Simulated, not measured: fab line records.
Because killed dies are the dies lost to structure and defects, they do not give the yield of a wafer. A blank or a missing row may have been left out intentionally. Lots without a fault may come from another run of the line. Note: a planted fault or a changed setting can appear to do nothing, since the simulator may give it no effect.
Shared-tool check | flow nand-harc | 1 lot, 3 wafers sampled

== REASON FOR OPENING ==
At NHARC_END_SORT_01 the reading killed-at-periphery is flagged on 1 of 1 lot. Wafers without a fault read 3.8, standard deviation 2.6.
Rule: flag the lot when none of its wafers has a number, or when each of its wafers that has one lies beyond 4 standard deviations from that mean. The rest of the lots are taken to be sound.

lot  | measured     | on        | killed-at-periphery, wafer by wafer | flag
L310 | day 30 13:27 | prober-02 | 623 625 624                         | FLAGGED
On average the flagged lots read 624.0, which is +620.2 against the usual, or +99 or more standard deviations.

== EACH LOT AND THE TOOL IT RAN ON ==
3 process steps preceding the reading are held in the record, out of 1302 steps in the route. In each cell: the tool, then ch and the chambers that the sampled wafers went through, then the start.
lot  | flag    | NHARC_P_GATE_STRIP_101             | NHARC_P_GATE_EXPOSE_56            | NHARC_P_GATE_DESCUM_61
L310 | FLAGGED | rie-diel-05 ch 0,2,3, day 11 10:25 | krf-scanner-02 ch 0, day 11 12:57 | rie-diel-05 ch 1,3, day 11 13:16
What is done by these steps:
- NHARC_P_GATE_STRIP_101: strips in O2, time 20 s.
- NHARC_P_GATE_EXPOSE_56: exposes mask P PSD, target cd 720 nm.
- NHARC_P_GATE_DESCUM_61: chemistry O2, time 3 s.
- NHARC_END_SORT_01

== FLAGGED AGAINST TOTAL, ONE TOOL AT A TIME (gauges that did the reading follow at the end) ==
step                   | tool           | lots run | flagged | share of the flagged lots | sound lots run after its first flagged lot
NHARC_P_GATE_STRIP_101 | rie-diel-05    | 1        | 1       | all                       | 0
NHARC_P_GATE_EXPOSE_56 | krf-scanner-02 | 1        | 1       | all                       | 0
NHARC_P_GATE_DESCUM_61 | rie-diel-05    | 1        | 1       | all                       | 0
NHARC_END_SORT_01      | prober-02      | 1        | 1       | all                       | 0

== WHAT IS ALLOWED BY THE TABLE ==
4 rows of the table ran every flagged lot: rie-diel-05 at NHARC_P_GATE_STRIP_101, krf-scanner-02 at NHARC_P_GATE_EXPOSE_56, rie-diel-05 at NHARC_P_GATE_DESCUM_61, prober-02 at NHARC_END_SORT_01.
- rie-diel-05 at NHARC_P_GATE_STRIP_101: 1 of its 1 lot flagged. It ran no sound lot before its first flagged lot in this sample, so the start can't be narrowed down.
- krf-scanner-02 at NHARC_P_GATE_EXPOSE_56: 1 of its 1 lot flagged. It ran no sound lot before its first flagged lot in this sample, so the start can't be narrowed down.
- rie-diel-05 at NHARC_P_GATE_DESCUM_61: 1 of its 1 lot flagged. It ran no sound lot before its first flagged lot in this sample, so the start can't be narrowed down.
- prober-02 at NHARC_END_SORT_01: 1 of its 1 lot flagged. It ran no sound lot before its first flagged lot in this sample, so the start can't be narrowed down.
Counting lots can't tell these 3 tools apart, because each fits a fault that began at some hour. More lots, or a look at what each step does to the wafer, might.

== WHAT THE SIMULATOR HAD INSERTED ==
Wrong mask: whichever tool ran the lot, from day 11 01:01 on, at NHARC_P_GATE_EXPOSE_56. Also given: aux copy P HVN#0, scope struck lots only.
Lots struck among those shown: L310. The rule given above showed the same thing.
